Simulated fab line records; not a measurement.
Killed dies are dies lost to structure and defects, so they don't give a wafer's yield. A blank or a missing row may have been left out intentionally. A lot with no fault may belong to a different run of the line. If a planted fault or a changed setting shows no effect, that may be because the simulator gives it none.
fab line records    flow n5_finfet
[record] lots = 7  wafers = 21
route steps=1938 shown BEOL_M13@1659 BEOL_M14@1722 BEOL_M15@1808
start_h: hours from the record's first day to the start of the lot's first wafer shown    wait_h: hours from the lot's prior step to this one    " as in the row above    L1.1+2: several wafers, shown together as one row    - no value present, or no start provided    * or withheld: withheld    < > ~ a bound
route shown NAME@n: NAME is a module with steps in the file, n the number in the route of the first one    usual: mean/standard deviation taken from wafers without a fault    same: alike in all rows    chamber/n: place in a boat    sites: readings site by site    _std_site: the values' standard deviation    _edge_site: the outer-site mean with the inner-site mean subtracted    radius_mm: how far each site lies from the wafer's centre    mask NAME#n: copy n    behind: the most recent tool/chamber to have shaped the wafer    hold: cause of the lot's hold/its duration in hours/its outcome    device: the transistor (n, p or np) that didn't switch    end of line: at the end of the route, the tests of the same wafers    a step with no rows: only its recipe    killed: at the first sort, the dies lost to defects and structure; wafer yield is something else    map: shows each die of a wafer: x if killed, . if not, _ if none is there
set.NAME: setting as actually run; set.NAME@STEP: the setting as run at that earlier step    model.NAME: the simulator's own value behind a step, which no gauge read
lots whose settings were changed on purpose; a table a step, a row a wafer
[[steps]]
[step N5_BEOL_M13_ILD_DEP_00]
[recipe] material = SiOC  target_thk_a = 8379.2  temp_c = 350  precursor = DEMS/O2  pressure_torr = 5  rf_w = 500  time_s = 166.4
lot.wafer  tool      chamber  start_h  wait_h  set.time_s  model.SiOC_of_BEOL_M13_ILD_DEP_00.thk_nm
L081.1     pecvd-01  1        298.78   0.0     166.4       848.8
L081.2     "         2        "        "       166.4       834.2
L081.3     "         0        "        "       166.4       826.6
L082.2     pecvd-01  0        303.77   0.0     166.4       817.2
L082.4     "         0        "        "       166.4       831.2
L082.6     "         2        "        "       166.4       849.8
L083.3     pecvd-04  1        308.96   0.0     166.4       839.4
L083.4     "         0        "        "       166.4       824.4
L083.6     "         2        "        "       166.4       843.2
L087.1     pecvd-01  2        333.20   0.0     166.4       841.4
L087.2     "         0        "        "       187.7       943.6
L087.3     "         1        "        "       187.7       956.8
L088.1     pecvd-04  0        333.48   0.0     166.4       826.8
L088.4     "         1        "        "       166.4       868.2
L088.6     "         2        "        "       156         815.2
L086.1     pecvd-01  0        333.53   0.0     173.8       885
L086.2     "         1        "        "       173.8       893.2
L086.3     "         2        "        "       173.8       874.4
L090.2     pecvd-03  2        348.94   0.0     154.8       755.8
L090.4     "         2        "        "       166.4       820.6
L090.6     "         0        "        "       154.8       776.6
[step N5_BEOL_M13_THK_MEAS_01]
[recipe] reads = SiOC_of_BEOL_M13_ILD_DEP_00
[usual] M13_ILD_THK = 837/15
lot.wafer  tool           chamber  start_h  wait_h  set.time_s@BEOL_M13_ILD_DEP_00  M13_ILD_THK[nm]
L081.1     film_metro-01  -        298.93   0.1     166.4                           849
L081.2     "              -        "        "       166.4                           834
L081.3     "              -        "        "       166.4                           826
L082.2     film_metro-01  -        303.92   0.1     166.4                           817
L082.4     "              -        "        "       166.4                           832
L082.6     "              -        "        "       166.4                           850
L083.3     film_metro-02  -        309.11   0.1     166.4                           839
L083.4     "              -        "        "       166.4                           824
L083.6     "              -        "        "       166.4                           843
L087.1     film_metro-02  -        333.35   0.1     166.4                           842
L087.2     "              -        "        "       187.7                           944
L087.3     "              -        "        "       187.7                           957
L088.1     film_metro-02  -        333.63   0.1     166.4                           826
L088.4     "              -        "        "       166.4                           868
L088.6     "              -        "        "       156                             815
L086.1     film_metro-01  -        333.68   0.1     173.8                           885
L086.2     "              -        "        "       173.8                           894
L086.3     "              -        "        "       173.8                           874
L090.2     film_metro-01  -        349.10   0.1     154.8                           756
L090.4     "              -        "        "       166.4                           820
L090.6     "              -        "        "       154.8                           777
[step N5_BEOL_M13_COAT_58]
[recipe] resist = BARC  temp_c = 205  time_s = 60  spin_rpm = 1500  resist_thk_nm = 89
lot.wafer  tool            chamber  start_h  wait_h  set.spin_rpm  model.BARC_of_BEOL_M13_COAT_58.thk_nm
L081.1     litho_track-04  0        298.96   0.0     1500          89
L081.2+3   "               0        "        "       1500          89.2
L082.2     litho_track-03  0        303.95   0.0     1500          89
L082.4+6   "               0        "        "       1500          88.8
L083.3+6   litho_track-04  0        309.15   0.0     1500          89.2
L083.4     "               0        "        "       1500          89
L087.1+3   litho_track-05  0        333.38   0.0     1431          91.4
L087.2     "               0        "        "       1500          89.2
L088.1     litho_track-04  0        333.66   0.0     1391          92
L088.4     "               0        "        "       1391          92.4
L088.6     "               0        "        "       1500          89
L086.1     litho_track-05  0        333.71   0.0     1614          86
L086.2     "               0        "        "       1500          88.8
L086.3     "               0        "        "       1500          89
L090.2+6   litho_track-05  0        349.13   0.0     1584          86.4
L090.4     "               0        "        "       1500          88.8
[step N5_BEOL_M13_COAT_04]
[recipe] spin_rpm = 1625  resist_thk_nm = 400
[step N5_BEOL_M13_EBR_06]
[recipe] solvent = PGMEA  ebr_width_mm = 1.5
[step N5_BEOL_M13_DESCUM_15]
[recipe] chemistry = O2  time_s = 7.9  source_power_w = 50  bias_power_w = 20  pressure_mtorr = 20  rf_frequency_hz = 2.712e+07  temp_c = 40  o2_flow_sccm = 225
[step N5_BEOL_M13_ETCH_59]
[recipe] chemistry = N2/H2  target = BARC  target_depth_a = 890  overetch_a = 267  time_s = 67.9  ion_energy_ev = 200  pressure_mtorr = 30  source_w = 840  bias_w = 150  n2_flow_sccm = 200  h2_flow_sccm = 200
lot.wafer  tool         chamber  start_h  wait_h  set.spin_rpm@BEOL_M13_COAT_58  model.etch.depth_nm
L081.1     rie_diel-04  0        299.36   0.0     1500                           89.04
L081.2     "            3        "        "       1500                           89.13
L081.3     "            1        "        "       1500                           89.26
L082.2     rie_diel-06  1        304.35   0.0     1500                           88.95
L082.4     "            2        "        "       1500                           88.82
L082.6     "            1        "        "       1500                           88.86
L083.3     rie_diel-06  0        309.54   0.0     1500                           89.17
L083.4     "            1        "        "       1500                           89.03
L083.6     "            2        "        "       1500                           89.23
L087.1     rie_diel-06  2        333.78   0.0     1431                           91.36
L087.2     "            1        "        "       1500                           89.26
L087.3     "            0        "        "       1431                           91.35
L088.1     rie_diel-02  2        334.06   0.0     1391                           92.06
L088.4     "            0        "        "       1391                           92.5
L088.6     "            0        "        "       1500                           88.93
L086.1     rie_diel-04  1        334.10   0.0     1614                           86.02
L086.2     "            3        "        "       1500                           88.88
L086.3     "            2        "        "       1500                           88.98
L090.2     rie_diel-04  1        349.66   0.0     1584                           86.46
L090.4     "            1        "        "       1500                           88.73
L090.6     "            0        "        "       1584                           86.36
[step N5_BEOL_M13_VIA_ETCH_16]
[recipe] chemistry = C4F8/O2/Ar  target = SiOC  pressure_mtorr = 30  source_w = 3000  bias_w = 700  Ar_flow_sccm = 400  C4F8_flow_sccm = 15  O2_flow_sccm = 8  he_inner_torr = 15  he_outer_torr = 30  target_depth_a = 9217  time_s = withheld  ion_energy_ev = 250  ends = cleared
lot.wafer  tool         chamber  start_h  wait_h  set.time_s@BEOL_M13_ILD_DEP_00  model.etch.depth_nm  model.coat_of_BEOL_M13_COAT_04.thk_nm
L081.1     rie_diel-04  0        299.41   0.0     *                               848.7                68.6
L081.2     "            3        "        "       *                               834.3                74.4
L081.3     "            1        "        "       *                               826.6                77.2
L082.2     rie_diel-06  1        304.40   0.0     *                               817.3                79.4
L082.4     "            2        "        "       *                               831.1                75.6
L082.6     "            1        "        "       *                               849.8                69.2
L083.3     rie_diel-06  0        309.59   0.0     *                               839.4                72.2
L083.4     "            1        "        "       *                               824.4                77.4
L083.6     "            2        "        "       *                               843.2                72
L087.1     rie_diel-06  2        333.83   0.0     *                               841.4                70.4
L087.2     "            1        "        "       *                               943.5                39.6
L087.3     "            0        "        "       *                               956.8                36
L088.1     rie_diel-02  2        334.11   0.0     *                               826.9                74.4
L088.4     "            0        "        "       *                               868.1                60.2
L088.6     "            0        "        "       *                               815.2                76
L086.1     rie_diel-04  1        334.16   0.0     *                               885.1                57.4
L086.2     "            3        "        "       *                               893.3                57.2
L086.3     "            2        "        "       *                               874.4                59.8
L090.2     rie_diel-04  1        349.71   0.0     *                               755.7                92.4
L090.4     "            1        "        "       *                               820.6                74.4
L090.6     "            0        "        "       *                               776.5                86.6
[step N5_BEOL_M13_STRIP_63]
[recipe] chemistry = N2/H2  power_w = 1000  temp_c = 250  h2_frac = 0.65  overash_fraction = 0.3  pressure_mtorr = 1000  n2_flow_sccm = 1750  h2_flow_sccm = 3250
[usual] strip_time_to_endpoint_s = 28.1/1.3
lot.wafer  tool             chamber  start_h  wait_h  set.time_s@BEOL_M13_ILD_DEP_00  strip_time_to_endpoint_s
L081.1     plasma_asher-02  0        299.65   -       166.4                           27.3
L081.2     "                1        "        "       166.4                           28.9
L081.3     "                1        "        "       166.4                           29.8
L082.2     plasma_asher-01  1        304.63   -       166.4                           30.4
L082.4     "                1        "        "       166.4                           29.3
L082.6     "                0        "        "       166.4                           27.4
L083.3     plasma_asher-02  0        310.20   -       166.4                           28.3
L083.4     "                1        "        "       166.4                           29.8
L083.6     "                1        "        "       166.4                           28.3
L087.1     plasma_asher-01  1        334.07   -       166.4                           27.8
L087.2     "                0        "        "       187.7                           18.3
L087.3     "                1        "        "       187.7                           17.0
L088.1     plasma_asher-02  1        334.34   -       166.4                           28.9
L088.4     "                1        "        "       166.4                           24.7
L088.6     "                1        "        "       156                             29.4
L086.1     plasma_asher-01  0        334.39   -       173.8                           23.9
L086.2     "                1        "        "       173.8                           23.8
L086.3     "                1        "        "       173.8                           24.6
L090.2     plasma_asher-01  1        349.94   -       154.8                           34.1
L090.4     "                0        "        "       166.4                           28.9
L090.6     "                0        "        "       154.8                           32.5
[step N5_BEOL_M13_STRIP_64]
[recipe] chemistry = N2/H2  power_w = 1000  temp_c = 250  h2_frac = 0.65  overash_fraction = 0.3  pressure_mtorr = withheld  n2_flow_sccm = 1750  h2_flow_sccm = 3250
[usual] strip_time_to_endpoint_s = 31.32/0.067
lot.wafer  tool             chamber  start_h  wait_h  set.spin_rpm@BEOL_M13_COAT_58  strip_time_to_endpoint_s
L081.1     plasma_asher-02  0        299.71   0.0     1500                           31.33
L081.2     "                1        "        "       1500                           31.34
L081.3     "                1        "        "       1500                           31.38
L082.2     plasma_asher-01  1        304.69   0.0     1500                           31.30
L082.4     "                1        "        "       1500                           31.25
L082.6     "                0        "        "       1500                           31.26
L083.3     plasma_asher-02  0        310.26   0.0     1500                           31.36
L083.4     "                1        "        "       1500                           31.33
L083.6     "                1        "        "       1500                           31.39
L087.1     plasma_asher-01  1        334.13   0.0     1431                           31.97
L087.2     "                0        "        "       1500                           31.39
L087.3     "                1        "        "       1431                           31.99
L088.1     plasma_asher-02  1        334.40   0.0     1391                           32.19
L088.4     "                1        "        "       1391                           32.30
L088.6     "                1        "        "       1500                           31.30
L086.1     plasma_asher-01  0        334.45   0.0     1614                           30.46
L086.2     "                1        "        "       1500                           31.27
L086.3     "                1        "        "       1500                           31.31
L090.2     plasma_asher-01  1        350.00   0.0     1584                           30.58
L090.4     "                0        "        "       1500                           31.22
L090.6     "                0        "        "       1584                           30.57
[step N5_BEOL_M14_EXPOSE_07]
[recipe] mask_id = V13  na = 0.8  source_shape = annular  sigma_inner = 0.5  sigma_outer = 0.8  polarization = unpolarized  attpsm_phase_deg = 180  dose_mj = 57
lot.wafer   tool            chamber  start_h  wait_h  mask   set.dose_mj
L081.1+2    krf_scanner-02  0        306.07   -       V13#0  57
L081.3      "               0        "        "       V13#0  55.72
L082.2+4+6  krf_scanner-02  0        308.48   -       V13#0  57
L083.3+4+6  krf_scanner-02  0        316.84   -       V13#0  57
L087.1+3    krf_scanner-02  0        337.84   -       V13#0  57
L087.2      "               0        "        "       V13#0  52.97
L088.1      krf_scanner-02  0        337.88   -       V13#0  57
L088.4+6    "               0        "        "       V13#0  55.87
L086.1+2    krf_scanner-02  0        339.34   -       V13#0  55.09
L086.3      "               0        "        "       V13#0  57
L090.2+4    krf_scanner-02  0        356.04   -       V13#0  57
L090.6      "               0        "        "       V13#0  54.22
[step N5_BEOL_M14_PEB_08]
[recipe] peb_temp_c = 130  peb_time_s = 90
[step N5_BEOL_M14_DEVELOP_09]
[recipe] develop_time_s = 45  rinse_liquid = diw  dry = air_spin  dev_temp_c = 21
[step N5_BEOL_M14_HARDBAKE_14]
[recipe] temp_c = 130  time_s = 120
[step N5_BEOL_M14_CD_MEAS_10]
[recipe] target_cd_nm = 250  landing_energy_ev = 500  detector = se_inlens  polarity = opening
[usual] cd_nm = 250.3/2.9
lot.wafer  tool       chamber  start_h  wait_h  set.dose_mj@BEOL_M14_EXPOSE_07  cd_nm
L081.1     cd_sem-03  0        306.24   -       57                              249.3
L081.2     "          0        "        "       57                              249.4
L081.3     "          0        "        "       55.72                           247.5
L082.2     cd_sem-02  0        308.65   -       57                              251.1
L082.4     "          0        "        "       57                              246.7
L082.6     "          0        "        "       57                              250.7
L083.3     cd_sem-02  0        317.01   -       57                              252.4
L083.4     "          0        "        "       57                              247.1
L083.6     "          0        "        "       57                              247.2
L087.1     cd_sem-02  0        338.02   -       57                              246.6
L087.2     "          0        "        "       52.97                           233.4
L087.3     "          0        "        "       57                              245.5
L088.1     cd_sem-03  0        338.06   -       57                              247.4
L088.4     "          0        "        "       55.87                           244.3
L088.6     "          0        "        "       55.87                           245.9
L086.1     cd_sem-03  0        339.51   -       55.09                           243.9
L086.2     "          0        "        "       55.09                           242.0
L086.3     "          0        "        "       57                              248.3
L090.2     cd_sem-03  0        356.21   -       57                              246.8
L090.4     "          0        "        "       57                              246.4
L090.6     "          0        "        "       54.22                           237.7
[step N5_BEOL_M14_STRIP_71]
[recipe] chemistry = post_etch_residue_remover  time_s = 60  temp_c = 25  remover_ph = withheld  remover_water_wt_pct = withheld  remover_fluoride_wt_pct = withheld
[step N5_BEOL_M14_SRD_72]
[recipe] time_s = 30  temp_c = 23  rinse_liquid = diw  dry = n2_spin  spin_rpm = 1500  dry_time_s = 30
[step N5_BEOL_M14_CD_MEAS_17]
[recipe] target_cd_nm = 250  polarity = opening
[usual] cd_nm = 252/3.1
lot.wafer  tool       chamber  start_h  wait_h  set.dose_mj@BEOL_M14_EXPOSE_07  cd_nm
L081.1     cd_sem-02  -        306.77   0.0     57                              249
L081.2     "          -        "        "       57                              249
L081.3     "          -        "        "       55.72                           246
L082.2     cd_sem-03  -        309.57   0.0     57                              251
L082.4     "          -        "        "       57                              246
L082.6     "          -        "        "       57                              250
L083.3     cd_sem-02  -        317.53   0.0     57                              254
L083.4     "          -        "        "       57                              250
L083.6     "          -        "        "       57                              249
L087.1     cd_sem-03  -        338.54   0.0     57                              247
L087.2     "          -        "        "       52.97                           235
L087.3     "          -        "        "       57                              247
L088.1     cd_sem-02  -        338.58   0.0     57                              249
L088.4     "          -        "        "       55.87                           245
L088.6     "          -        "        "       55.87                           246
L086.1     cd_sem-03  -        340.04   0.0     55.09                           243
L086.2     "          -        "        "       55.09                           243
L086.3     "          -        "        "       57                              247
L090.2     cd_sem-01  -        356.78   0.0     57                              249
L090.4     "          -        "        "       57                              247
L090.6     "          -        "        "       54.22                           240
[step N5_BEOL_M14_SPUTTER_43]
[recipe] material = TaN  target_thk_a = 150  temp_c = 50  bias_v = 168.6  power_w = 15000  chamber_pressure_pa = 0.12  time_s = 24.19
lot.wafer  tool            chamber  start_h  wait_h  set.power_w  model.TaN_of_BEOL_M14_SPUTTER_43.thk_nm
L081.1     pvd_sputter-03  -        309.22   0.0     15000        15.4
L081.2     "               -        "        "       16640        16.8
L081.3     "               -        "        "       16640        17
L082.2+6   pvd_sputter-01  -        311.77   0.0     15000        15.2
L082.4     "               -        "        "       15000        15.4
L083.3     pvd_sputter-01  -        321.19   0.0     15000        15.4
L083.4     "               -        "        "       15000        15.2
L083.6     "               -        "        "       13760        13.6
L087.1     pvd_sputter-02  -        340.44   0.0     15760        16.2
L087.2     "               -        "        "       15000        15.2
L087.3     "               -        "        "       15000        15.6
L088.1+4   pvd_sputter-02  -        343.22   0.0     17290        17.6
L088.6     "               -        "        "       17290        17.8
L086.1+2   pvd_sputter-02  -        344.12   0.0     17270        17.6
L086.3     "               -        "        "       15000        15.4
L090.2     pvd_sputter-02  -        359.38   0.0     15000        15
L090.4     "               -        "        "       17520        17.4
L090.6     "               -        "        "       15000        15.2
[step N5_BEOL_M15_ETCH_61]
[recipe] chemistry = N2/H2  target = BARC  target_depth_a = 890  overetch_a = 267  time_s = 67.9  ion_energy_ev = 200  pressure_mtorr = 30  source_w = 840  bias_w = 150  n2_flow_sccm = 200  h2_flow_sccm = 200
[usual] rf_vpp_V = 522.9/2.4
lot.wafer  tool         chamber  start_h  wait_h  set.bias_w  rf_vpp_V
L081.1     rie_diel-02  2        313.17   0.0     150         522.5
L081.2     "            0        "        "       150         522.5
L081.3     "            1        "        "       150         519.6
L082.2     rie_diel-02  2        315.28   0.0     150         522.8
L082.4     "            1        "        "       150         521.1
L082.6     "            3        "        "       150         521.0
L083.3     rie_diel-06  3        325.10   0.0     150         519.7
L083.4     "            1        "        "       162.1       556.1
L083.6     "            2        "        "       150         524.9
L087.1     rie_diel-06  1        344.13   0.0     171.6       574.5
L087.2     "            0        "        "       150         522.7
L087.3     "            2        "        "       171.6       571.4
L088.1     rie_diel-02  0        346.81   0.0     150         522.9
L088.4     "            2        "        "       150         520.8
L088.6     "            0        "        "       150         523.7
L086.1     rie_diel-02  2        347.73   0.0     150         522.1
L086.2     "            1        "        "       171.9       566.6
L086.3     "            0        "        "       171.9       568.8
L090.2     rie_diel-06  1        363.50   0.0     170         571.4
L090.4     "            2        "        "       150         524.3
L090.6     "            1        "        "       170         572.9
[[key]]
[split] step = N5_BEOL_M13_ILD_DEP_00  setting = time_s  stated = 166.4  by = wafer
[response] step = N5_BEOL_M13_ILD_DEP_00  reading = model.SiOC_of_BEOL_M13_ILD_DEP_00.thk_nm  change = +7.85  per = 1%  r = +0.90
[response] step = N5_BEOL_M13_THK_MEAS_01  reading = M13_ILD_THK  change = +7.8  per = 1%  r = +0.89
[response] step = N5_BEOL_M13_VIA_ETCH_16  reading = model.etch.depth_nm  change = +7.85  per = 1%  r = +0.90
[response] step = N5_BEOL_M13_VIA_ETCH_16  reading = model.coat_of_BEOL_M13_COAT_04.thk_nm  change = -2.29  per = 1%  r = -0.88
[response] step = N5_BEOL_M13_STRIP_63  reading = strip_time_to_endpoint_s  change = *  per = 1%  r = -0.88
[split] step = N5_BEOL_M13_COAT_58  setting = spin_rpm  stated = 1500  by = wafer
[response] step = N5_BEOL_M13_COAT_58  reading = model.BARC_of_BEOL_M13_COAT_58.thk_nm  change = -0.422  per = 1%  r = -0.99
[response] step = N5_BEOL_M13_ETCH_59  reading = model.etch.depth_nm  change = -0.423  per = 1%  r = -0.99
[response] step = N5_BEOL_M13_STRIP_64  reading = strip_time_to_endpoint_s  change = *  per = 1%  r = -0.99
[split] step = N5_BEOL_M14_EXPOSE_07  setting = dose_mj  stated = 57  by = wafer
[response] step = N5_BEOL_M14_CD_MEAS_10  reading = cd_nm  change = +1.71  per = 1%  r = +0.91
[response] step = N5_BEOL_M14_CD_MEAS_17  reading = cd_nm  change = +1.63  per = 1%  r = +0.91
[split] step = N5_BEOL_M14_SPUTTER_43  setting = power_w  stated = 15000  by = wafer
[response] step = N5_BEOL_M14_SPUTTER_43  reading = model.TaN_of_BEOL_M14_SPUTTER_43.thk_nm  change = +0.147  per = 1%  r = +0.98
[split] step = N5_BEOL_M15_ETCH_61  setting = bias_w  stated = 150  by = wafer
[response] step = N5_BEOL_M15_ETCH_61  reading = rf_vpp_V  change = +3.47  per = 1%  r = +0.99
